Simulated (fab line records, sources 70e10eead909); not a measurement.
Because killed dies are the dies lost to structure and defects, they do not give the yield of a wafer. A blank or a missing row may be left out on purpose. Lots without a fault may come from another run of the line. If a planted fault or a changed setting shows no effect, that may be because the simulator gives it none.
A struck lot beside a sound one	flow nand_harc	14 steps out of a route of 1302
Sound: these wafers, L153.3, L153.4, L153.5. Struck: wafer L164.1 (left out: L164.2, L164.6 of the same lot, which were not struck); the cause appears at the end.
At each step with rows: each side's tool, then ch and its chambers, then its first start. Under that, the readings that differ: sound wafers	struck wafers	difference of the means	sigmas: that difference in standard deviations of wafers without a fault.
alike: same words and numbers on both sides, and readings whose means sit less than 2 such deviations apart. not compared: any withheld reading, any reading some wafer has no value for, any bound like >300 that may hide the same value, and any number with overlapping values for which the record gives no deviation.
A row with sigmas, a row that says differs or no value, or rows on one side alone: a step with any of these is where the two part. Numbers that don't overlap but have no deviation are shown without sigmas and don't part them. A reading that every wafer of one side lacks parts them only if that side has two wafers or more.

first, 6 steps without rows for these wafers: NHARC_A_CHANNEL_HOLE_D1_COAT_04 (resist thk 90 nm); NHARC_A_CHANNEL_HOLE_D1_SOFTBAKE_05 (time 55 s); NHARC_A_CHANNEL_HOLE_D1_EBR_06; NHARC_A_CHANNEL_HOLE_D1_EXPOSE_07 (exposes mask HOLE D1, target cd 100 nm); NHARC_A_CHANNEL_HOLE_D1_PEB_08 (peb time 65 s); NHARC_A_CHANNEL_HOLE_D1_DEVELOP_09 (develop time 35 s).
NHARC_A_CHANNEL_HOLE_D1_CD_MEAS_10: target cd 100 nm.
  sound on cd_sem-01 ch 0, day 10 13:27; struck on cd_sem-02 ch 0, day 15 10:23
  alike: cd_nm
NHARC_A_CHANNEL_HOLE_D1_OVL_MEAS_11:
  sound on overlay-01, day 10 13:32; struck on overlay-01, day 15 10:29
  alike: overlay_x_nm, overlay_y_nm
NHARC_A_CHANNEL_HOLE_D1_INSPECT_12:
  sound on defect_inspect-02, day 10 13:34; struck on defect_inspect-02, day 15 10:31
  alike: raw_defect_count
NHARC_A_CHANNEL_HOLE_D1_DESCUM_15: chemistry O2, time 3 s.
  sound on rie_diel-06 ch 0,2,3, day 10 13:38; struck on rie_diel-06 ch 1, day 15 10:35
  alike: drypump_motor_current_A, oes_product_au, rf_vpp_V, showerhead_plenum_p_Torr, throttle_valve_pct
  not compared: rf_hours_counter_h
NHARC_A_CHANNEL_HOLE_D1_ETCH_38: etches the open film in CF4, target depth 39 nm, time 65 s.
  sound on rie_diel-06 ch 0,1, day 10 13:43; struck on rie_diel-06 ch 3, day 15 10:41
reading	sound	struck	difference	sigmas
oes_product_au (a.u.)	1.012 1.009 1.004	0.988	-0.020	-3
  alike: drypump_motor_current_A, rf_vpp_V, run_length_s, showerhead_plenum_p_Torr, throttle_valve_pct
  not compared: rf_hours_counter_h
NHARC_A_CHANNEL_HOLE_D1_ETCH_39: etches the open film in N2/H2, target depth 260 nm, time 325 s.
  sound: rie_diel-06 ch 0,2; struck: rie_diel-06 ch 2
  alike: drypump_motor_current_A, oes_product_au, rf_vpp_V, run_length_s, showerhead_plenum_p_Torr, throttle_valve_pct
  not compared: rf_hours_counter_h
NHARC_A_CHANNEL_HOLE_D1_ETCH_34: etches the open film in CF4/CHF3, target depth 154 nm, time 77 s.
  sound on rie_diel-06 ch 1,2,3, day 10 14:04; struck on rie_diel-06 ch 0, day 15 11:01
reading	sound	struck	difference	sigmas
run_length_s (s)	97.8 98.6 97.7	86.8	-11.2	-21
  alike: drypump_motor_current_A, oes_product_au, rf_vpp_V, showerhead_plenum_p_Torr, throttle_valve_pct
  not compared: rf_hours_counter_h
NHARC_A_CHANNEL_HOLE_D1_ETCH_16: etches the open film in O2/COS, target depth 3100 nm, time 806 s.
  sound: rie_diel-06 ch 0,2; struck: rie_diel-06 ch 0
  alike: drypump_motor_current_A, oes_product_au, rf_vpp_V, run_length_s, showerhead_plenum_p_Torr, throttle_valve_pct
  not compared: rf_hours_counter_h

== WHERE THEY PART ==
At NHARC_A_CHANNEL_HOLE_D1_ETCH_38 first; at NHARC_A_CHANNEL_HOLE_D1_ETCH_34 last (within this record only). Later steps at which nothing parts them and some readings are alike: NHARC_A_CHANNEL_HOLE_D1_ETCH_16.

WHY: what the simulator had put in
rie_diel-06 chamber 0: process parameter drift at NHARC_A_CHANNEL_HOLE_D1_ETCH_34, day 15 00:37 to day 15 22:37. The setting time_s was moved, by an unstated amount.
